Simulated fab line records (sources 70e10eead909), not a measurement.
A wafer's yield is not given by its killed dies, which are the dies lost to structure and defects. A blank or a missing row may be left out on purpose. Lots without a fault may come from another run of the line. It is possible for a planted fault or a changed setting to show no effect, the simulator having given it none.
fab line records | flow nand-harc
record: lots: 24 wafers: 72 last-day: 33
route steps=1302 shown A_STAIRCASE@746
lots untouched by any fault: they come from a run of this same line in which no faults occurred
start-h: hours from the record's opening day to when the first of the lot's shown wafers began | wait-h: how many hours have passed since the lot's step before this one | " identical to the entry in the row above | L1.1+2: one row covering several wafers at once | - no value, or no start given | * or withheld: withheld | < > ~ a bound
route shown NAME@n: NAME is a module with steps in the file, n the number in the route of the first one | usual: mean/standard deviation of fault-free wafers | same: alike in all rows | chamber/n: place in a boat | sites: each site's reading | _std_site: the standard deviation of these | _edge_site: inner sites' mean taken away from outer sites' mean | radius-mm: how far each site lies from the wafer's centre | mask NAME#n: copy n | behind: the tool/chamber that last shaped the wafer | hold: why the lot went on hold/how many hours it stayed there/how the hold came to an end | device: the transistor (n, p or np) that didn't switch | end of line: at the end of the route, the tests of the same wafers | a step without rows: its recipe alone | killed: dies lost to structure and defects at the first sort, not the wafer's yield | map: dies across one wafer; x = killed, . = not, _ = none there
set.NAME: the setting the step ran with; set.NAME@STEP: the setting that earlier step ran with | model.NAME: the simulator's own value behind a step, which no gauge read
steps of the route over a sample of lots; a table a step, a row a wafer
services: from which hour (start-h, from the record's first day; less than 0 if before it) a tool's chamber was out of use, for how many hours, and why
== steps ==
step: NHARC_A_STAIRCASE_ETCH_232
recipe: target-depth-a: 1000 time-s: 40.5 ion-energy-ev: 400 c4f8-flow-sccm: 20 o2-flow-sccm: 10 ar-flow-sccm: withheld rf-w: 600 bias-w: 1000 chemistry: C4F8/O2
usual: oes-product-au: 0.937/0.017 rf-vpp-V: 897/6.6
columns lot.wafer tool chamber start-h wait-h oes-product-au rf-hours-counter-h rf-vpp-V
L075.2 rie-diel-06 2 - - 0.934 16 905
L075.1 " 1 " " 0.941 15 903
L075.5 " 2 " " 0.931 - 906
L074.4 rie-diel-04 2 - - 0.963 1 907
L074.1 " 3 " " 0.934 1 888
L074.6 " 2 " " 0.960 - 906
L076.2 rie-diel-04 0 - - 0.947 8 892
L076.3 " 1 " " 0.946 9 890
L076.1 " 2 " " 0.947 10 904
L078.2 rie-diel-06 2 - - 0.948 25 905
L078.5 " 3 " " 0.955 - 899
L078.6 " 0 " " 0.924 - 900
L077.1 rie-diel-01 2 - - 0.954 6 891
L077.2 " 0 " " 0.937 8 896
L077.5 " 3 " " 0.955 - 889
L081.2 rie-diel-06 1 - - 0.924 29 905
L081.3 " 2 " " 0.911 30 905
L081.6 " 1 " " 0.926 - 905
L079.1 rie-diel-04 3 - - 0.947 21 886
L079.5 " 2 " " 0.964 - 906
L079.6 " 3 " " 0.952 - 887
L080.3 rie-diel-06 0 - - 0.954 32 900
L080.4 " 1 " " 0.944 30 904
L080.6 " 3 " " 0.962 - 897
L082.1 rie-diel-04 2 - - 0.939 24 906
L082.2 " 1 " " 0.933 23 888
L082.6 " 2 " " 0.923 - 905
L083.1 rie-diel-04 3 - - 0.944 28 886
L083.2 " 1 " " 0.971 27 888
L083.6 " 3 " " 0.928 - 887
L084.4 rie-diel-06 2 - - 0.921 46 905
L084.3 " 1 " " 0.918 47 904
L084.5 " 2 " " 0.915 - 905
L085.2 rie-diel-01 0 - - 0.926 27 895
L085.4 " 1 " " 0.910 29 898
L085.6 " 0 " " 0.922 - 895
L086.4 rie-diel-01 2 - - 0.923 27 890
L086.3 " 3 " " 0.944 25 891
L086.6 " 1 " " 0.922 - 898
L088.4 rie-diel-06 1 - - 0.940 3 904
L088.1 " 2 " " 0.921 4 906
L088.3 " 0 " " 0.958 3 898
L089.1 rie-diel-01 0 - - 0.924 39 894
L089.3 " 1 " " 0.913 45 899
L089.4 " 3 " " 0.962 37 889
L087.4 rie-diel-06 1 - - 0.964 5 905
L087.1 " 3 " " 0.970 5 899
L087.3 " 0 " " 0.964 5 898
L090.1 rie-diel-01 2 - - 0.929 45 889
L090.4 " 3 " " 0.949 40 887
L090.3 " 0 " " 0.944 42 893
L091.3 rie-diel-06 3 - - 0.968 11 897
L091.6 " 0 " " 0.942 - 898
L091.5 " 1 " " 0.935 - 904
L092.2 rie-diel-04 0 - - 0.927 2 891
L092.1 " 3 " " 0.936 2 906
L092.5 " 0 " " 0.927 - 893
L093.1 rie-diel-01 3 - - 0.972 50 887
L093.4 " 1 " " 0.925 61 897
L093.6 " 3 " " 0.967 - 889
L094.2 rie-diel-04 2 - - 0.913 9 907
L094.1 " 3 " " 0.950 10 904
L094.5 " 0 " " 0.955 - 893
L096.2 rie-diel-04 1 - - 0.926 12 889
L096.3 " 2 " " 0.906 13 905
L096.4 " 3 " " 0.943 13 905
L097.3 rie-diel-06 1 - - 0.933 34 904
L097.1 " 0 " " 0.933 36 897
L097.6 " 2 " " 0.923 - 904
L095.4 rie-diel-06 0 - - 0.920 36 900
L095.1 " 1 " " 0.907 34 903
L095.5 " 2 " " 0.908 - 905
step: NHARC_A_STAIRCASE_TRIM_233
recipe: time-s: 211.2 o2-flow-sccm: 500 ar-flow-sccm: 0 bias-w: 0 chemistry: O2
usual: drypump-motor-current-A: 5.8/0.48 oes-product-au: 0.992/0.013 rf-vpp-V: 57.8/0.97 showerhead-plenum-p-Torr: 3.56/0.18 throttle-valve-pct: 17.037/0.0083
columns lot.wafer tool chamber start-h wait-h drypump-motor-current-A oes-product-au rf-hours-counter-h rf-vpp-V showerhead-plenum-p-Torr throttle-valve-pct
L075.2 rie-diel-06 0 - - 5.8 0.982 15 58.7 3.64 17.027
L075.1 " 1 " " 6.8 0.983 15 57.5 3.77 17.038
L075.5 " 3 " " 6.0 1.016 - 57.8 3.62 17.055
L074.4 rie-diel-04 3 - - 6.2 0.995 1 56.6 3.29 17.040
L074.1 " 0 " " 5.7 0.996 1 57.5 3.46 17.036
L074.6 " 3 " " 6.3 0.980 - 54.7 3.29 17.041
L076.1 rie-diel-04 2 - - 6.0 1.003 10 58.4 3.80 17.050
L076.3 " 3 " " 6.3 0.984 9 57.6 3.29 17.039
L076.2 " 1 " " 5.7 0.990 10 57.8 3.33 17.032
L078.2 rie-diel-06 1 - - 6.8 0.986 24 58.8 3.76 17.040
L078.5 " 0 " " 5.8 0.977 - 57.8 3.63 17.040
L078.6 " 1 " " 6.7 0.981 - 57.9 3.76 17.032
L077.2 rie-diel-01 2 - - 5.7 0.997 7 56.6 3.39 17.020
L077.1 " 1 " " 6.4 0.972 9 57.2 3.62 17.023
L077.5 " 2 " " 5.7 0.997 - 58.6 3.39 17.048
L081.2 rie-diel-06 3 - - 6.0 1.007 30 57.7 3.61 17.037
L081.3 " 0 " " 5.7 0.987 30 57.6 3.63 17.026
L081.6 " 2 " " 5.2 0.987 - 59.6 3.79 17.051
L079.1 rie-diel-01 2 424.15 - 5.7 0.989 12 58.5 3.39 17.036
L079.6 " 2 " " 5.7 0.987 - 58.2 3.39 17.026
L079.5 " 3 " " 5.2 0.987 - 58.1 3.35 17.032
L080.4 rie-diel-06 1 - - 6.8 0.980 30 58.1 3.76 17.041
L080.3 " 0 " " 5.8 0.980 32 58.9 3.63 17.041
L080.6 " 2 " " 5.3 0.985 - 58.8 3.79 17.014
L082.1 rie-diel-04 2 - - 6.0 1.007 24 57.1 3.79 17.038
L082.2 " 1 " " 5.7 1.001 23 57.2 3.32 17.042
L082.6 " 1 " " 5.7 1.009 - 57.0 3.32 17.051
L083.2 rie-diel-04 2 - - 5.9 0.999 30 58.7 3.79 17.032
L083.1 " 1 " " 5.7 0.989 27 55.8 3.32 17.036
L083.6 " 2 " " 5.9 0.993 - 58.8 3.79 17.043
L084.4 rie-diel-06 0 - - 5.8 0.986 46 59.5 3.62 17.031
L084.3 " 1 " " 6.8 0.983 47 56.7 3.75 17.044
L084.5 " 3 " " 6.0 0.999 - 58.1 3.60 17.047
L085.4 rie-diel-01 3 - - 5.2 1.006 25 57.2 3.34 17.021
L085.2 " 1 " " 6.4 0.978 29 57.3 3.61 17.018
L085.6 " 3 " " 5.2 1.004 - 56.5 3.34 17.046
L086.4 rie-diel-01 3 - - 5.2 0.998 25 57.8 3.34 17.028
L086.3 " 0 " " 5.1 0.979 28 58.4 3.48 17.032
L086.6 " 2 " " 5.7 0.986 - 56.8 3.38 17.030
L088.3 rie-diel-06 2 - - 5.3 0.975 4 57.0 3.78 17.041
L088.1 " 3 " " 6.0 1.010 4 57.9 3.60 17.046
L088.4 " 0 " " 5.8 0.999 4 57.3 3.62 17.042
L089.4 rie-diel-01 3 - - 5.2 1.013 37 57.5 3.33 17.050
L089.1 " 0 " " 5.1 1.003 39 58.8 3.47 17.041
L089.3 " 2 " " 5.7 1.003 43 57.7 3.38 17.037
L087.1 rie-diel-06 3 - - 6.0 1.001 5 58.4 3.60 17.033
L087.3 " 1 " " 6.8 0.981 5 58.9 3.74 17.036
L087.4 " 2 " " 5.3 0.985 5 57.7 3.78 17.050
L090.3 rie-diel-01 2 - - 5.7 0.993 45 58.2 3.37 17.056
L090.1 " 0 " " 5.0 0.987 42 57.7 3.47 17.038
L090.4 " 1 " " 6.4 0.972 48 57.5 3.60 17.040
L091.3 rie-diel-06 0 - - 5.8 0.989 11 58.5 3.61 17.036
L091.5 " 3 " " 6.1 1.010 - 58.0 3.59 17.033
L091.6 " 0 " " 5.8 0.994 - 57.4 3.61 17.023
L092.1 rie-diel-04 3 - - 6.3 1.006 2 57.3 3.81 17.038
L092.2 " 1 " " 5.7 0.991 2 56.3 3.30 17.042
L092.5 " 3 " " 6.2 1.010 - 57.9 3.81 17.049
L093.1 rie-diel-01 1 - - 6.4 0.967 61 57.4 3.59 17.023
L093.4 " 3 " " 5.2 1.006 50 57.4 3.33 17.024
L093.6 " 0 " " 5.1 0.968 - 55.5 3.46 17.041
L094.2 rie-diel-04 2 - - 6.0 0.973 9 57.5 3.77 17.038
L094.1 " 0 " " 5.7 1.007 8 57.1 3.42 17.031
L094.5 " 2 " " 6.0 0.978 - 56.4 3.77 17.041
L096.4 rie-diel-04 1 - - 5.7 0.986 12 58.1 3.30 17.027
L096.3 " 2 " " 5.9 0.972 13 59.2 3.77 17.033
L096.2 " 0 " " 5.7 0.998 12 56.1 3.42 17.042
L097.1 rie-diel-06 1 - - 6.8 1.004 34 59.0 3.73 17.038
L097.3 " 2 " " 5.3 0.988 35 59.3 3.76 17.030
L097.6 " 0 " " 5.8 1.009 - 58.9 3.60 17.040
L095.1 rie-diel-06 0 - - 5.8 0.996 36 58.9 3.60 17.034
L095.4 " 3 " " 6.0 1.018 36 58.2 3.58 17.041
L095.5 " 0 " " 5.8 1.007 - 58.5 3.60 17.044
step: NHARC_A_STAIRCASE_ETCH_253
recipe: target-depth-a: 500 time-s: 20.2 ion-energy-ev: 400 c4f8-flow-sccm: 20 o2-flow-sccm: 10 ar-flow-sccm: withheld rf-w: 600 bias-w: 1000 chemistry: C4F8/O2
usual: oes-product-au: 0.945/0.024 rf-vpp-V: 897/7.2
columns lot.wafer tool chamber start-h wait-h oes-product-au rf-hours-counter-h rf-vpp-V
L075.2 rie-diel-04 1 372.68 0.1 0.988 1 888
L075.1 " 0 " " 0.961 1 893
L075.5 " 1 " " 0.975 - 889
L074.4 rie-diel-06 1 373.36 0.1 0.903 16 905
L074.1 " 3 " " 0.938 17 900
L074.6 " 1 " " 0.906 - 906
L076.2 rie-diel-06 3 402.80 0.1 0.917 24 899
L076.1 " 0 " " 0.918 24 901
L076.3 " 1 " " 0.934 23 904
L078.2 rie-diel-04 3 408.35 0.1 0.943 14 887
L078.5 " 3 " " 0.947 - 886
L078.6 " 0 " " 0.950 - 893
L077.1 rie-diel-04 3 411.10 0.1 0.930 14 887
L077.2 " 0 " " 0.955 14 894
L077.5 " 1 " " 0.944 - 888
L081.3 rie-diel-01 2 422.82 0.2 0.926 12 891
L081.2 " 3 " " 0.931 11 890
L081.6 " 2 " " 0.923 - 890
L079.1 rie-diel-01 2 426.34 0.1 0.964 13 893
L079.6 " 1 " " 0.926 - 900
L079.5 " 2 " " 0.967 - 890
L080.3 rie-diel-04 1 427.94 0.1 0.942 20 887
L080.4 " 1 " " 0.937 - 887
L080.6 " 0 " " 0.933 - 892
L082.1 rie-diel-06 0 442.14 0.1 0.909 39 901
L082.2 " 1 " " 0.911 38 902
L082.6 " 2 " " 0.919 - 907
L083.2 rie-diel-04 2 458.55 0.1 0.948 30 907
L083.1 " 3 " " 0.948 28 887
L083.6 " 1 " " 0.945 - 889
L084.3 rie-diel-01 3 473.07 0.1 0.958 24 887
L084.4 " 0 " " 0.985 26 893
L084.5 " 3 " " 0.970 - 889
L085.2 rie-diel-04 1 478.09 0.1 0.976 36 888
L085.4 " 2 " " 0.970 41 905
L085.6 " 0 " " 0.939 - 892
L086.3 rie-diel-04 3 478.39 0.1 0.943 38 887
L086.4 " 0 " " 0.938 36 893
L086.6 " 3 " " 0.952 - 888
L088.1 rie-diel-01 0 506.74 0.1 0.937 39 893
L088.3 " 1 " " 0.924 44 899
L088.4 " 3 " " 0.960 36 888
L089.1 rie-diel-06 3 510.29 0.1 0.978 5 897
L089.3 " 0 " " 0.981 5 899
L089.4 " 2 " " 0.954 5 905
L087.1 rie-diel-04 2 511.04 0.1 0.972 48 905
L087.3 " 0 " " 0.954 49 891
L087.4 " 1 " " 0.978 47 889
L090.3 rie-diel-04 2 521.44 0.2 0.906 50 906
L090.4 " 3 " " 0.904 53 885
L090.1 " 0 " " 0.927 50 892
L091.3 rie-diel-06 1 527.90 0.1 0.922 9 904
L091.5 " 2 " " 0.936 - 904
L091.6 " 3 " " 0.973 - 899
L092.1 rie-diel-04 3 552.12 0.1 0.975 2 908
L092.2 " 0 " " 0.983 2 893
L092.5 " 3 " " 0.974 - 907
L093.4 rie-diel-04 1 553.01 0.1 0.969 2 888
L093.1 " 2 " " 0.954 2 905
L093.6 " 0 " " 0.977 - 891
L094.2 rie-diel-06 3 574.11 0.1 0.947 28 899
L094.1 " 0 " " 0.907 28 900
L094.5 " 3 " " 0.931 - 898
L096.3 rie-diel-01 0 583.75 0.1 0.966 12 894
L096.4 " 1 " " 0.935 12 899
L096.2 " 2 " " 0.980 3 889
L097.1 rie-diel-04 2 592.98 0.1 0.918 16 905
L097.3 " 0 " " 0.932 15 893
L097.6 " 3 " " 0.944 - 907
L095.4 rie-diel-04 3 594.06 0.1 0.938 17 905
L095.1 " 1 " " 0.916 14 887
L095.5 " 3 " " 0.947 - 906
step: NHARC_A_STAIRCASE_HM_DEP_456
recipe: target-thk-a: 31000 temp-c: 400 material: aC
usual: susceptor-temp-C: 399.95/0.24 throttle-valve-pct: 35.000/0.0087
columns lot.wafer tool chamber start-h wait-h susceptor-temp-C throttle-valve-pct
L075.1 acl-dep-03 0 377.43 - 400.17 35.001
L075.2 " 0 " " 400.29 35.013
L075.5 " 0 " " 400.53 34.995
L074.1 acl-dep-03 0 379.27 - 399.55 35.001
L074.4 " 0 " " 399.48 35.026
L074.6 " 0 " " 399.54 35.009
L076.1 acl-dep-03 0 403.69 - 399.40 34.974
L076.2 " 0 " " 399.89 34.992
L076.3 " 0 " " 399.50 35.002
L078.2 acl-dep-03 0 409.55 - 400.03 35.005
L078.5 " 0 " " 400.02 35.001
L078.6 " 0 " " 400.30 34.992
L077.1 acl-dep-03 0 412.00 - 400.24 35.021
L077.2 " 0 " " 400.53 35.001
L077.5 " 0 " " 400.33 34.991
L081.2 acl-dep-01 0 424.03 - 400.36 35.001
L081.3 " 0 " " 400.13 34.995
L081.6 " 0 " " 400.27 34.989
L079.1 acl-dep-01 0 427.32 - - 34.997
L079.5 " 0 428.54 - - 34.989
L079.6 " 0 " " - 34.997
L080.3 acl-dep-03 0 429.47 - 400.11 34.994
L080.4 " 0 " " 399.83 35.000
L080.6 " 0 " " 399.93 34.986
L082.1 acl-dep-03 0 445.31 - 399.76 34.987
L082.2 " 0 " " 400.28 35.002
L082.6 " 0 446.84 - 400.10 35.006
L083.1 acl-dep-01 0 461.40 - 400.09 35.003
L083.2 " 0 " " 399.96 34.979
L083.6 " 0 462.93 - 399.91 35.002
L084.3 acl-dep-03 0 474.58 - 399.49 35.000
L084.4 " 0 " " 399.72 35.012
L084.5 " 0 " " 400.05 35.006
L085.2 acl-dep-02 0 479.29 - - 34.988
L085.4 " 0 " " - 35.005
L085.6 " 0 " " - 35.004
L086.3 acl-dep-03 0 479.92 - 400.07 34.997
L086.4 " 0 " " 400.08 34.997
L086.6 " 0 " " 399.91 34.997
L088.1 acl-dep-01 0 510.29 - - 35.001
L088.3 " 0 " " - 35.007
L088.4 " 0 " " - 35.003
L089.1 acl-dep-03 0 513.88 - - 34.991
L089.3 " 0 " " - 34.993
L089.4 " 0 " " - 35.010
L087.1 acl-dep-02 0 515.02 - 400.23 35.010
L087.3 " 0 " " 399.80 35.001
L087.4 " 0 " " 399.88 35.004
L090.1 acl-dep-01 0 524.64 - 399.93 35.000
L090.3 " 0 " " 400.17 35.002
L090.4 " 0 " " 399.83 34.995
L091.3 acl-dep-02 0 529.41 - 399.86 34.995
L091.5 " 0 " " 400.02 35.009
L091.6 " 0 " " 399.76 34.994
L092.1 acl-dep-03 0 554.41 - 400.06 35.009
L092.2 " 0 " " 400.07 34.998
L092.5 " 0 " " 400.04 34.989
L093.1 acl-dep-02 0 554.78 - - 34.987
L093.4 " 0 " " - 35.008
L093.6 " 0 " " - 35.000
L094.1 acl-dep-03 0 575.10 - 400.03 35.010
L094.2 " 0 " " 400.18 34.999
L094.5 " 0 " " 400.14 34.994
L096.2 acl-dep-01 0 587.37 - - 35.002
L096.3 " 0 " " - 35.002
L096.4 " 0 " " - 34.995
L097.1 acl-dep-03 0 593.88 - - 34.998
L097.3 " 0 " " - 34.984
L097.6 " 0 " " - 35.001
L095.1 acl-dep-01 0 594.97 - - 35.000
L095.4 " 0 " " - 35.015
L095.5 " 0 " " - 34.996
step: NHARC_A_STAIRCASE_DEP_259
recipe: target-thk-a: 300 target-thk-nm: 30 temp-c: 400 pressure-torr: 3.5 flow-sccm: 200 rf-w: 350 material: SiON
usual: heater-power-outer-w: 466/88 heater-power-w: 757/130 susceptor-temp-C: 399.97/0.21
columns lot.wafer tool chamber start-h wait-h heater-power-outer-w heater-power-w since-wet-clean-h susceptor-temp-C
L075.1 pecvd-02 0 379.29 1.6 472 763 139 399.81
L075.2 " 1 " " 396 696 139 400.12
L075.5 " 1 " " 402 697 - 400.37
L074.1 pecvd-02 1 381.20 1.6 467 794 141 400.08
L074.4 " 0 " " 443 778 - 399.89
L074.6 " 1 " " 487 786 - 400.24
L076.1 pecvd-04 2 405.58 1.6 348 579 123 400.16
L076.3 " 0 " " 494 764 123 399.91
L076.2 " 1 " " 602 980 123 399.70
L078.2 pecvd-04 0 411.25 1.4 536 827 129 400.03
L078.6 " 0 " " 538 821 - 400.07
L078.5 " 1 " " 499 842 - 400.18
L077.1 pecvd-04 1 413.91 1.6 500 830 132 399.84
L077.2 " 2 " " 319 528 132 399.79
L077.5 " 0 " " 525 797 - 400.29
L081.2 pecvd-04 2 425.61 1.3 379 619 143 399.83
L081.3 " 1 " " 608 987 143 399.98
L081.6 " 0 " " 514 808 - 399.79
L079.1 pecvd-01 1 429.22 1.6 442 701 105 399.96
L079.6 " 0 " " 567 827 - 400.06
L079.5 " 1 " " 436 723 - 400.22
L080.3 pecvd-04 1 430.77 1.0 502 863 149 399.82
L080.4 " 2 " " 344 571 - 399.92
L080.6 " 1 " " 500 867 - 400.17
L082.2 pecvd-04 0 447.17 1.3 472 730 165 399.92
L082.1 " 1 " " 650 1011 165 399.91
L082.6 " 0 " " 478 730 - 399.84
L083.1 pecvd-02 2 463.30 1.6 450 781 42 399.76
L083.2 " 0 " " 525 858 42 399.84
L083.6 " 2 " " 437 767 - 399.94
L084.3 pecvd-01 1 475.83 0.9 473 737 152 400.02
L084.4 " 1 " " 463 739 - 400.10
L084.5 " 0 " " 491 741 - 400.11
L085.2 pecvd-01 2 480.89 1.3 284 507 157 399.99
L085.4 " 0 " " 542 768 - 399.80
L085.6 " 2 " " 287 498 - 400.00
L086.3 pecvd-02 1 481.20 1.0 477 795 60 399.93
L086.6 " 0 " " 513 853 - 400.21
L086.4 " 2 " " 454 759 - 399.84
L088.3 pecvd-02 1 512.11 0.9 439 757 91 399.67
L088.1 " 0 " " 486 793 91 399.73
L088.4 " 1 " " 445 771 - 399.71
L089.3 pecvd-02 1 515.76 1.0 452 744 95 399.99
L089.1 " 2 " " 455 757 95 399.92
L089.4 " 0 " " 518 859 - 399.87
L087.3 pecvd-04 1 516.88 0.9 555 936 54 400.14
L087.1 " 2 " " 306 539 54 400.06
L087.4 " 1 " " 554 958 - 400.46
L090.1 pecvd-04 1 526.50 1.6 585 971 63 400.07
L090.3 " 2 " " 349 595 63 400.14
L090.4 " 0 " " 490 771 - 400.06
L091.3 pecvd-04 1 530.65 0.9 598 973 67 399.91
L091.6 " 1 " " 601 984 - 400.05
L091.5 " 2 " " 343 581 - 399.93
L092.1 pecvd-01 1 556.29 1.6 470 711 51 399.74
L092.2 " 0 " " 450 675 51 399.66
L092.5 " 2 " " 356 590 - 400.13
L093.1 pecvd-04 1 556.65 1.6 568 914 93 399.69
L093.4 " 0 " " 462 705 - 400.21
L093.6 " 2 " " 363 608 - 399.86
L094.1 pecvd-01 0 577.01 1.6 463 675 72 400.28
L094.2 " 1 " " 438 705 72 399.59
L094.5 " 2 " " 359 596 - 399.97
L096.2 pecvd-02 1 588.92 1.2 394 679 168 400.26
L096.3 " 2 " " 376 670 168 399.71
L096.4 " 2 " " 390 665 - 399.81
L097.1 pecvd-04 1 595.74 1.5 641 1053 132 400.43
L097.3 " 2 " " 354 594 133 399.67
L097.6 " 2 " " 357 602 - 399.60
L095.1 pecvd-04 1 596.84 1.6 642 1030 134 399.55
L095.4 " 2 " " 291 512 - 399.86
L095.5 " 0 " " 495 751 - 400.08
step: NHARC_A_STAIRCASE_HM_OPEN_460
recipe: o2-flow-sccm: 400 cos-flow-sccm: 20 ar-flow-sccm: 0 rf-w: 500 bias-w: 300 chemistry: O2/COS
usual: drypump-motor-current-A: 5.8/0.44 oes-product-au: 0.992/0.013 rf-vpp-V: 467/3.5 showerhead-plenum-p-Torr: 3.11/0.16 throttle-valve-pct: 28.330/0.009
columns lot.wafer tool chamber start-h wait-h drypump-motor-current-A oes-product-au rf-hours-counter-h rf-vpp-V showerhead-plenum-p-Torr throttle-valve-pct
L075.2 rie-diel-04 3 - - 6.3 0.989 5 462 2.91 28.315
L075.1 " 2 " " 5.9 1.001 7 471 3.37 28.333
L075.5 " 3 " " 6.3 0.987 - 462 2.91 28.319
L074.1 rie-diel-06 1 - - 6.8 0.974 19 473 3.33 28.328
L074.4 " 2 " " 5.3 0.966 21 473 3.36 28.338
L074.6 " 2 " " 5.3 0.986 - 471 3.36 28.317
L076.1 rie-diel-06 3 - - 6.0 0.997 26 469 3.20 28.327
L076.2 " 0 " " 5.8 0.969 26 470 3.22 28.336
L076.3 " 2 " " 5.3 0.979 26 471 3.36 28.331
L078.2 rie-diel-01 0 - - 5.1 0.989 11 466 3.08 28.338
L078.6 " 2 " " 5.7 1.009 - 463 3.00 28.321
L078.5 " 3 " " 5.2 1.002 - 463 2.96 28.341
L077.2 rie-diel-04 3 - - 6.3 0.987 20 464 2.90 28.327
L077.1 " 0 " " 5.7 0.986 20 466 3.05 28.341
L077.5 " 3 " " 6.3 0.986 - 464 2.90 28.326
L081.2 rie-diel-01 0 - - 5.1 0.987 16 467 3.08 28.330
L081.3 " 2 " " 5.7 0.988 15 465 3.00 28.322
L081.6 " 3 " " 5.2 1.003 - 465 2.96 28.331
L079.1 rie-diel-01 2 - - 5.7 1.004 16 465 3.00 28.326
L079.6 " 0 " " 5.1 1.003 - 467 3.08 28.327
L079.5 " 1 " " 6.4 0.977 - 469 3.20 28.335
L080.4 rie-diel-01 1 - - 6.4 0.986 18 469 3.20 28.332
L080.3 " 2 " " 5.7 0.994 16 464 3.00 28.329
L080.6 " 1 " " 6.4 0.978 - 469 3.20 28.320
L082.1 rie-diel-04 2 - - 5.9 0.990 29 470 3.36 28.318
L082.2 " 3 " " 6.3 0.973 27 463 2.90 28.334
L082.6 " 2 " " 5.9 0.984 - 472 3.36 28.308
L083.2 rie-diel-04 2 - - 6.0 0.994 36 473 3.35 28.336
L083.1 " 0 " " 5.7 0.989 33 465 3.04 28.333
L083.6 " 2 " " 6.0 0.993 - 473 3.35 28.318
L084.4 rie-diel-06 0 - - 5.8 0.982 52 471 3.20 28.337
L084.3 " 1 " " 6.8 0.989 51 471 3.32 28.340
L084.5 " 0 " " 5.8 0.978 - 469 3.20 28.343
L086.3 rie-diel-04 0 - - 5.7 0.994 40 466 3.04 28.339
L086.6 " 0 " " 5.7 0.992 - 467 3.04 28.330
L086.4 " 3 " " 6.3 0.980 - 462 2.89 28.335
L085.2 rie-diel-01 1 - - 6.4 0.978 40 468 3.19 28.307
L085.4 " 0 " " 5.1 0.989 35 467 3.07 28.338
L085.6 " 2 " " 5.7 0.999 - 465 2.99 28.330
L088.1 rie-diel-06 2 - - 5.3 0.994 9 471 3.34 28.331
L088.3 " 3 " " 6.0 1.019 9 468 3.18 28.325
L088.4 " 3 " " 6.0 1.013 - 467 3.18 28.329
L089.4 rie-diel-04 1 - - 5.7 1.009 49 464 2.92 28.322
L089.3 " 2 " " 6.0 0.979 51 473 3.35 28.328
L089.1 " 3 " " 6.3 0.989 53 462 2.89 28.330
L087.4 rie-diel-01 2 - - 5.7 0.977 49 465 2.98 28.339
L087.3 " 3 " " 5.2 1.001 42 463 2.94 28.334
L087.1 " 0 " " 5.0 0.987 44 466 3.07 28.324
L090.1 rie-diel-04 2 - - 5.9 0.979 53 471 3.35 28.333
L090.4 " 3 " " 6.2 0.980 55 463 2.89 28.312
L090.3 " 0 " " 5.7 1.004 53 464 3.03 28.326
L091.3 rie-diel-01 0 - - 5.0 0.984 47 467 3.06 28.318
L091.6 " 3 " " 5.2 1.001 - 463 2.94 28.344
L091.5 " 0 " " 5.1 0.988 - 466 3.06 28.307
L093.1 rie-diel-04 0 - - 5.7 1.007 7 466 3.03 28.336
L093.4 " 1 " " 5.7 0.991 7 462 2.92 28.327
L093.6 " 1 " " 5.7 0.997 - 462 2.92 28.337
L092.2 rie-diel-01 1 - - 6.4 0.975 4 469 3.18 28.316
L092.1 " 3 " " 5.2 0.984 2 463 2.94 28.332
L092.5 " 1 " " 6.4 0.971 - 467 3.18 28.328
L094.2 rie-diel-04 3 - - 6.3 1.004 14 474 3.37 28.345
L094.1 " 2 " " 5.9 0.978 14 471 3.34 28.326
L094.5 " 3 " " 6.2 1.006 - 471 3.37 28.342
L096.4 rie-diel-04 0 - - 5.7 1.009 15 463 3.02 28.320
L096.3 " 1 " " 5.7 0.984 14 463 2.91 28.337
L096.2 " 3 " " 6.2 1.014 17 470 3.36 28.325
L097.3 rie-diel-04 3 - - 6.3 1.012 18 471 3.36 28.341
L097.1 " 0 " " 5.7 1.006 16 464 3.02 28.339
L097.6 " 1 " " 5.7 0.991 - 461 2.91 28.334
L095.4 rie-diel-06 1 - - 6.8 0.999 37 470 3.30 28.329
L095.1 " 2 " " 5.3 0.985 38 470 3.33 28.326
L095.5 " 0 " " 5.8 1.011 - 469 3.18 28.340
== services ==
columns tool chamber start-h hours kind
rie-diel-04 - 356.61 9.0 pm
rie-diel-04 0 356.61 9.0 vent-cycle
pecvd-02 2 362.65 27.5 repair
pecvd-02 0 366.28 7.9 repair
acl-dep-01 - 373.44 13.0 pm
rie-diel-01 - 381.16 9.0 pm
pecvd-02 0 392.38 5.1 repair
pecvd-02 - 408.20 13.0 pm
rie-diel-04 3 427.19 12.8 repair
acl-dep-02 - 427.87 13.0 pm
pecvd-01 2 428.98 7.1 repair
pecvd-04 - 450.26 13.0 pm
pecvd-04 - 467.11 1.7 repair
acl-dep-03 - 481.51 13.0 pm
rie-diel-06 - 484.32 9.0 pm
pecvd-01 - 492.04 13.0 pm
pecvd-04 - 495.41 0.8 repair
rie-diel-04 2 498.99 9.0 repair
rie-diel-04 - 533.69 9.0 pm
acl-dep-01 - 554.86 13.0 pm
rie-diel-01 - 558.16 9.0 pm
pecvd-04 2 581.28 10.2 repair
pecvd-02 - 589.20 13.0 pm
rie-diel-04 2 602.32 5.3 repair
== key ==
fault none
